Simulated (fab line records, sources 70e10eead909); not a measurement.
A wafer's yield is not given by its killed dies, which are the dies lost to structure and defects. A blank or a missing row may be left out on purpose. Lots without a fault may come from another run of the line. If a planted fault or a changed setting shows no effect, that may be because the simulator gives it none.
Chamber matching    flow nandHarc    NHARC_P_STI_ETCH_42 on rieDiel-10: 4 sister chambers
The step etches the open film in N2/H2, target depth 80 nm, overetch 24 nm, time 61 s. 14 wafers are shown with their chamber, then 7 later ones without.

== WAFERS, EACH WITH ITS CHAMBER ==
wafer   chamber  drypumpMotorCurrentA (A)  rfVppV (V)  oesProductAu (a.u.)
L074.1  0        5.5                       435         1.001
L074.3  2        5.1                       434         1.004
L074.6  2        5.1                       434         1.006
L075.3  3        5.6                       428         0.994
L075.5  1        5.4                       427         0.991
L075.6  3        5.6                       429         0.985
L076.2  3        5.6                       428         0.984
L076.3  0        5.5                       434         1.004
L076.4  1        5.3                       426         1.002
L082.2  2        5.1                       433         1.002
L082.5  2        5.1                       432         0.995
L082.6  3        5.6                       429         0.997
L085.1  3        5.6                       428         0.992
L085.4  1        5.4                       428         0.999

SIGNATURES (means of the wafers above)
reading               chamber 0  chamber 1  chamber 2  chamber 3  scatter within a chamber
drypumpMotorCurrentA  5.500      5.367      5.100      5.600      0.0258
rfVppV                434.50     427.00     433.25     428.40     0.803
oesProductAu          1.00250    0.99733    1.00175    0.99040    0.00517
Rule: a wafer lies at a distance from a chamber equal to the root of the sum of squares, over the readings, of (its reading less the chamber's mean, divided by the reading's scatter). If the next closest chamber is less than 2 further off than the closest, the wafer can't be placed; otherwise it belongs to the closest. The scatter: take each reading less its chamber's mean, square it, sum over the shown wafers, divide by the number of wafers less the number of chambers, and take the root.

== WAFERS WHOSE CHAMBER IS MISSING ==
wafer   drypumpMotorCurrentA (A)  rfVppV (V)  oesProductAu (a.u.)
L085.5  5.1                       433         0.986
L088.3  5.4                       427         0.989
L088.4  5.6                       429         0.992
L088.6  5.5                       434         1.002
L096.2  5.5                       434         1.012
L096.3  5.3                       425         1.012
L096.6  5.6                       428         1.011

== THE CHAMBER EACH PASSED THROUGH ==
wafer   from the rows above  in truth
L085.5  2                    2
L088.3  1                    1
L088.4  3                    3
L088.6  0                    0
L096.2  0                    0
L096.3  1                    1
L096.6  3                    3
Correctly placed: 7 of 7. Number that these rows cannot place: 0. Wrongly placed: 0.
